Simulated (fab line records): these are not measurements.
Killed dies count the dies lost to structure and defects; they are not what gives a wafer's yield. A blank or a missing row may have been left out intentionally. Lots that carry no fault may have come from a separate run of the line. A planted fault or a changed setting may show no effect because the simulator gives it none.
fab line records	flow nand_harc
[record] lots = 14	wafers = 42	last_day = 25
route steps=1159 shown A_STAIRCASE@738 A_SGD_CUT@756
lots that met no fault: from a run of the same line without faults
start_h: hours from the record's opening day to when the first of the lot's shown wafers began	wait_h: hours since the lot's step before	" the same as in the row above	L1.1+2: a single row standing in for several wafers	- value missing, or start not given	* or withheld: withheld	< > ~ a bound
route shown NAME@n: names a module that has steps shown in the file, with the first one's number in the route	usual: mean and standard deviation over wafers with no fault	same: alike in all rows	chamber/n: place in a boat	sites: per-site readings	_std_site: standard deviation of those values	_edge_site: outer sites' mean less inner sites'	radius_mm: for every site, how far away it sits from the centre of the wafer	mask NAME#n: copy n	behind: the most recent tool/chamber to have shaped the wafer	hold: what put the lot on hold/how long, in hours/how the hold closed	device: names the non-switching transistor (n, p or np)	end of line: the route-end tests of the same wafers	for a step that has no rows: nothing shown but its recipe	killed: at the first sort, the dies lost to defects and structure; wafer yield is something else	map: a wafer's dies, marking killed ones x, the rest . and places with no die _
set.NAME: setting as actually run; set.NAME@STEP: the setting as run at that earlier step	model.NAME: the simulator's own value behind a step, which no gauge read
the route's steps for a sample of lots (tables are steps, rows are wafers)
services: the hour from which a tool's chamber was out of use, counted from the record's first day as start_h (under 0 if before that day), plus the number of hours and why
[[steps]]
[step NHARC_A_STAIRCASE_ETCHBACK_422]
[recipe] target_depth_a = 400	over_etch_frac = 0.3	time_s = 74.286	ion_energy_ev = 120	ch3f_flow_sccm = 50	o2_flow_sccm = 30	ar_flow_sccm = 200	rf_w = 500	bias_w = 100	chemistry = CH3F/O2
[usual] drypump_motor_current_A = 5.7/0.51	oes_product_au = 0.97/0.039	rf_fwd_power_W = 496.0/2.2	rf_vpp_V = 244.0/1.8	showerhead_plenum_p_Torr = 2.42/0.11	throttle_valve_pct = 20.663/0.0089
lot.wafer	tool	chamber	start_h	wait_h	drypump_motor_current_A	oes_product_au	rf_fwd_power_W	rf_hours_counter_h	rf_vpp_V	showerhead_plenum_p_Torr	throttle_valve_pct
L780.1	rie_diel-03	2	298.96	0.1	5.9	0.92	496.7	26	242.0	2.29	20.659
L780.2	"	1	"	"	6.4	0.92	498.6	28	244.2	2.38	20.665
L780.6	"	2	"	"	5.9	0.92	496.0	-	241.5	2.29	20.666
L783.4	rie_diel-13	3	330.25	0.2	6.0	1.03	494.3	16	241.9	2.29	20.668
L783.2	"	0	"	"	5.9	0.98	496.8	16	245.3	2.44	20.640
L783.6	"	1	"	"	5.8	0.99	497.3	-	241.8	2.34	20.671
L784.2	rie_diel-13	3	337.48	0.1	6.1	0.95	491.8	20	242.4	2.28	20.663
L784.1	"	0	"	"	5.9	0.91	494.1	19	245.3	2.44	20.676
L784.4	"	2	"	"	5.2	0.90	497.5	-	246.8	2.63	20.659
L787.2	rie_diel-13	3	341.46	0.1	6.1	0.94	493.5	22	242.3	2.28	20.648
L787.5	"	3	"	"	6.1	0.96	493.6	-	241.5	2.28	20.679
L787.4	"	2	"	"	5.2	0.91	494.8	-	246.2	2.63	20.678
L786.1	rie_diel-04	0	367.15	0.2	6.7	0.99	503.6	23	244.9	2.49	20.654
L786.5	"	1	"	"	4.7	1.00	496.7	-	243.7	2.45	20.664
L786.6	"	2	"	"	5.6	0.99	496.5	-	245.6	2.49	20.660
L789.4	rie_diel-04	3	367.39	0.1	5.6	0.91	497.0	23	242.1	2.30	20.675
L789.3	"	0	"	"	6.7	0.93	495.7	23	244.4	2.49	20.662
L789.2	"	1	"	"	4.7	0.93	492.0	27	244.2	2.45	20.667
L791.1	rie_diel-04	1	368.74	0.2	4.7	1.00	497.0	27	245.0	2.45	20.641
L791.5	"	0	"	"	6.7	1.00	498.0	-	246.4	2.49	20.668
L791.6	"	1	"	"	4.6	1.01	494.5	-	243.2	2.45	20.674
L788.1	rie_diel-04	1	369.01	0.1	4.7	0.92	494.4	27	245.3	2.45	20.667
L788.3	"	2	"	"	5.6	0.92	495.1	26	245.8	2.49	20.666
L788.4	"	3	"	"	5.6	0.99	497.1	24	242.3	2.31	20.664
L793.4	rie_diel-13	3	405.36	0.1	6.1	0.94	495.3	45	241.9	2.27	20.648
L793.2	"	0	"	"	5.9	0.91	494.7	42	246.4	2.43	20.664
L793.3	"	1	"	"	5.8	0.92	494.4	39	242.2	2.33	20.655
L792.4	rie_diel-13	2	407.16	0.1	5.2	0.99	497.4	45	247.6	2.62	20.664
L792.1	"	3	"	"	6.1	1.02	493.6	46	240.9	2.27	20.647
L792.2	"	0	"	"	5.9	0.99	495.0	42	244.2	2.43	20.666
L802.1	rie_diel-13	0	442.73	0.1	5.9	0.91	493.7	54	244.6	2.43	20.663
L802.5	"	0	"	"	5.9	0.92	496.9	-	244.3	2.43	20.665
L802.6	"	1	"	"	5.8	0.93	495.2	-	243.6	2.33	20.672
L799.2	rie_diel-13	3	443.29	0.1	6.1	0.94	491.3	58	241.1	2.27	20.668
L799.3	"	2	"	"	5.2	0.91	498.2	58	246.8	2.61	20.669
L799.5	"	0	"	"	5.9	0.91	495.0	-	244.1	2.43	20.672
L803.2	rie_diel-04	3	449.73	0.2	5.6	0.91	499.1	53	241.9	2.29	20.670
L803.4	"	1	"	"	4.7	0.93	494.0	-	243.4	2.44	20.665
L803.5	"	3	"	"	5.6	0.92	497.1	-	242.5	2.29	20.662
L801.4	rie_diel-13	0	449.98	0.2	5.9	0.99	495.0	57	243.9	2.43	20.679
L801.1	"	2	"	"	5.1	0.98	496.5	62	246.3	2.61	20.676
L801.6	"	3	"	"	6.1	1.03	490.3	-	241.4	2.27	20.668
[step NHARC_A_STAIRCASE_CMP_472]
[recipe] material = SiO2
[usual] motor_current_A = 12.0/0.88	slurry_filter_dp_kPa = 13.49/0.13
lot.wafer	tool	chamber	start_h	wait_h	motor_current_A	slurry_filter_dp_kPa
L780.1	cmp-02	2	300.12	0.3	12.1	13.49
L780.2	"	1	"	"	10.9	13.45
L780.6	"	3	"	"	12.4	13.40
L783.4	cmp-03	2	331.16	0.1	12.1	13.49
L783.2	"	3	"	"	12.7	13.51
L783.6	"	1	"	"	11.2	13.56
L784.2	cmp-04	2	338.62	0.3	11.3	13.05
L784.4	"	3	"	"	13.5	13.65
L784.1	"	0	"	"	12.3	13.53
L787.4	cmp-04	1	342.48	0.2	11.5	13.79
L787.2	"	0	"	"	13.0	13.32
L787.5	"	2	"	"	11.2	13.59
L786.1	cmp-02	1	368.10	0.3	10.5	13.30
L786.5	"	2	"	"	12.9	13.43
L786.6	"	3	"	"	12.3	13.78
L789.3	cmp-02	1	368.31	0.2	10.7	13.47
L789.2	"	2	"	"	12.7	13.45
L789.4	"	0	"	"	13.0	13.61
L791.1	cmp-02	3	369.64	0.2	12.8	13.52
L791.5	"	3	"	"	13.0	13.59
L791.6	"	0	"	"	12.9	13.37
L788.3	cmp-04	3	369.93	0.2	13.2	13.65
L788.1	"	0	"	"	12.9	13.68
L788.4	"	2	"	"	11.4	13.33
L793.3	cmp-03	3	406.31	0.2	12.7	13.54
L793.4	"	0	"	"	10.9	13.46
L793.2	"	1	"	"	11.2	13.58
L792.2	cmp-02	0	408.10	0.2	12.9	13.52
L792.4	"	2	"	"	12.6	13.26
L792.1	"	3	"	"	13.6	13.53
L802.1	cmp-02	2	443.71	0.3	12.1	13.36
L802.5	"	3	"	"	12.9	13.40
L802.6	"	0	"	"	12.5	13.51
L799.2	cmp-04	1	444.54	0.2	11.5	13.65
L799.3	"	3	"	"	13.1	13.77
L799.5	"	0	"	"	12.6	13.59
L803.4	cmp-04	0	450.93	0.2	11.7	13.25
L803.2	"	1	"	"	12.2	13.47
L803.5	"	3	"	"	13.4	13.44
L801.1	cmp-02	1	450.99	0.2	11.1	13.19
L801.4	"	2	"	"	12.5	13.50
L801.6	"	1	"	"	11.3	13.63
[step NHARC_A_SGD_CUT_PEB_07]
[recipe] peb_temp_c = 100	peb_time_s = 65
[usual] chill_plate_temp_C = 22.98/0.12	exhaust_pa = 45.1/0.83	heater_power_total_W = 156.6/0.44	plate_temp_C = 100.00/0.13	resist_line_temp_C = 22.99/0.1
lot.wafer	tool	chamber	start_h	wait_h	chill_plate_temp_C	exhaust_pa	heater_power_total_W	plate_temp_C	resist_line_temp_C
L780.1	litho_track-06	0	301.33	0.1	22.88	44.5	156.1	100.34	23.06
L780.2	"	0	"	"	23.00	44.5	157.0	100.13	23.19
L780.6	"	0	"	"	22.87	45.1	157.0	100.14	22.99
L783.2	litho_track-04	0	332.07	0.1	23.03	44.6	157.1	100.08	23.03
L783.4	"	0	"	"	22.97	45.2	157.1	100.13	22.97
L783.6	"	0	"	"	23.06	45.6	156.3	100.08	23.00
L784.1	litho_track-01	0	339.65	0.1	23.05	45.2	157.1	99.83	22.98
L784.2	"	0	"	"	22.97	45.4	156.0	99.98	22.85
L784.4	"	0	"	"	22.90	44.9	157.1	99.91	22.72
L787.2	litho_track-01	0	343.53	0.1	23.02	45.6	157.1	100.10	23.03
L787.4	"	0	"	"	22.88	46.4	157.0	99.98	22.82
L787.5	"	0	"	"	22.97	46.4	156.6	100.01	23.09
L786.1	litho_track-04	0	368.95	0.1	22.90	45.3	156.8	99.78	23.00
L786.5	"	0	"	"	23.07	43.3	157.0	100.18	22.90
L786.6	"	0	"	"	22.98	45.3	156.6	99.93	22.82
L789.2	litho_track-06	-	369.24	0.1	-	-	-	-	-
L789.3	"	-	"	"	-	-	-	-	-
L789.4	"	-	"	"	-	-	-	-	-
L791.1	litho_track-06	-	370.57	0.1	-	-	-	-	-
L791.5	"	-	"	"	-	-	-	-	-
L791.6	"	-	"	"	-	-	-	-	-
L788.1	litho_track-01	0	370.99	0.1	23.04	46.1	156.4	99.95	23.09
L788.3	"	0	"	"	23.13	46.6	156.2	100.06	22.98
L788.4	"	0	"	"	22.99	47.4	156.0	99.70	23.15
L793.2	litho_track-04	0	407.24	0.1	23.19	44.3	157.1	99.86	23.07
L793.3	"	0	"	"	22.95	43.5	157.1	100.01	23.08
L793.4	"	0	"	"	23.18	44.7	156.3	100.04	22.91
L792.1	litho_track-01	0	409.16	0.1	22.82	45.2	156.8	100.10	23.11
L792.2	"	0	"	"	22.84	46.5	156.4	99.89	23.04
L792.4	"	0	"	"	22.84	45.4	156.1	99.90	22.87
L802.1	litho_track-04	0	444.70	0.1	23.06	46.2	157.0	100.03	22.78
L802.5	"	0	"	"	22.94	45.5	156.6	100.15	22.92
L802.6	"	0	"	"	23.11	45.1	155.9	100.25	23.00
L799.2	litho_track-04	0	445.60	0.1	23.06	45.9	156.9	100.03	23.17
L799.3	"	0	"	"	23.10	44.1	156.5	100.05	23.06
L799.5	"	0	"	"	22.90	45.5	156.0	100.01	22.99
L803.2	litho_track-04	0	451.81	0.1	22.96	45.6	156.8	99.99	22.87
L803.4	"	0	"	"	23.02	45.2	156.2	99.90	22.91
L803.5	"	0	"	"	23.11	45.1	156.4	100.08	22.70
L801.1	litho_track-06	0	452.09	0.1	22.89	45.5	156.0	99.99	23.03
L801.4	"	0	"	"	22.96	45.9	157.1	100.08	23.02
L801.6	"	0	"	"	22.99	44.9	156.5	100.06	23.00
[step NHARC_A_SGD_CUT_CD_MEAS_09]
[recipe] target_cd_nm = 100	landing_energy_ev = 500
[usual] cd_nm = 100.0/0.79
lot.wafer	tool	chamber	start_h	wait_h	cd_nm
L780.1	cd_sem-01	0	301.42	-	98.6
L780.2	"	0	"	"	99.3
L780.6	"	0	"	"	99.7
L783.2	cd_sem-02	0	332.15	-	99.8
L783.4	"	0	"	"	100.2
L783.6	"	0	"	"	99.3
L784.1	cd_sem-01	0	339.73	-	101.3
L784.2	"	0	"	"	100.6
L784.4	"	0	"	"	100.9
L787.2	cd_sem-03	0	343.61	-	100.7
L787.4	"	0	"	"	99.6
L787.5	"	0	"	"	100.9
L786.1	cd_sem-03	0	369.03	-	100.1
L786.5	"	0	"	"	101.5
L786.6	"	0	"	"	100.1
L789.2	cd_sem-03	0	369.32	-	-
L789.3	"	0	"	"	-
L789.4	"	0	"	"	-
L791.1	cd_sem-02	0	370.65	-	-
L791.5	"	0	"	"	-
L791.6	"	0	"	"	-
L788.1	cd_sem-02	0	371.07	-	100.4
L788.3	"	0	"	"	100.7
L788.4	"	0	"	"	99.9
L793.2	cd_sem-01	0	407.32	-	100.4
L793.3	"	0	"	"	101.2
L793.4	"	0	"	"	100.6
L792.1	cd_sem-01	0	409.24	-	100.7
L792.2	"	0	"	"	101.1
L792.4	"	0	"	"	101.1
L802.1	cd_sem-01	0	444.78	-	99.7
L802.5	"	0	"	"	100.0
L802.6	"	0	"	"	101.5
L799.2	cd_sem-03	0	445.68	-	99.8
L799.3	"	0	"	"	99.8
L799.5	"	0	"	"	100.2
L803.2	cd_sem-03	0	451.89	-	99.9
L803.4	"	0	"	"	99.4
L803.5	"	0	"	"	99.5
L801.1	cd_sem-03	0	452.17	-	100.1
L801.4	"	0	"	"	100.2
L801.6	"	0	"	"	99.9
[[services]]
tool	chamber	start_h	hours	kind
rie_diel-13	-	276.36	9.0	pm
rie_diel-04	0	281.10	27.7	repair
cmp-02	-	285.34	0.7	repair
cmp-03	-	285.49	0.6	repair
rie_diel-04	3	289.98	12.9	repair
rie_diel-04	-	290.56	9.0	pm
litho_track-06	-	292.00	7.0	pm
cmp-02	-	301.02	0.5	repair
cmp-04	-	301.07	4.0	pm
litho_track-04	-	316.00	7.0	pm
cmp-02	-	324.50	4.0	pm
cmp-02	-	345.18	5.6	repair
cmp-03	-	352.00	4.0	pm
cmp-04	-	360.95	0.3	repair
cmp-02	-	387.00	2.2	repair
rie_diel-04	-	398.54	0.6	repair
cmp-04	-	399.07	4.0	pm
rie_diel-04	-	410.76	0.4	repair
cmp-03	-	413.52	0.5	repair
rie_diel-04	-	419.95	9.6	repair
cmp-02	-	422.50	4.0	pm
rie_diel-04	0	440.68	14.4	repair
litho_track-01	-	443.00	7.0	pm
cmp-03	-	450.00	4.0	pm
[[key]]
[first_sign] step = NHARC_A_SGD_CUT_PEB_07	reading = tool_record	direction = missing
effect none on later readings
met_at NHARC_A_SGD_CUT_PEB_07
struck_lots L789,L791
later_rows_left_out L789.2,L789.3,L789.4,L791.1,L791.5,L791.6
sort_left_out L789.2,L789.3,L789.4,L791.1,L791.5,L791.6
tester_left_out L789,L791
not_acting_at NHARC_A_STAIRCASE_ETCHBACK_422,NHARC_A_STAIRCASE_CMP_472,NHARC_A_SGD_CUT_CD_MEAS_09
onset_between 301.33 369.24
[fault] kind = skipped_step_whole	tool = litho_track-06	chamber = -	onset_h = 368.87	steps = NHARC_A_SGD_CUT_PEB_07	scope = struck_lots_only
// tester_left_out: of these lots the tester's yield and bins aren't shown, on N5 and GAA mostly nor the transistor test; their killed dies are dies lost to structure and defects alone, not to doping, threshold or leakage, so they don't give the yield
// sort_left_out: the simulated sort isn't trusted on such a fault, so these wafers' sort isn't shown, and their yield isn't known
// later_rows_left_out: the simulator's readings of these wafers behind a module that went badly wrong aren't trusted and aren't shown, but for the sort
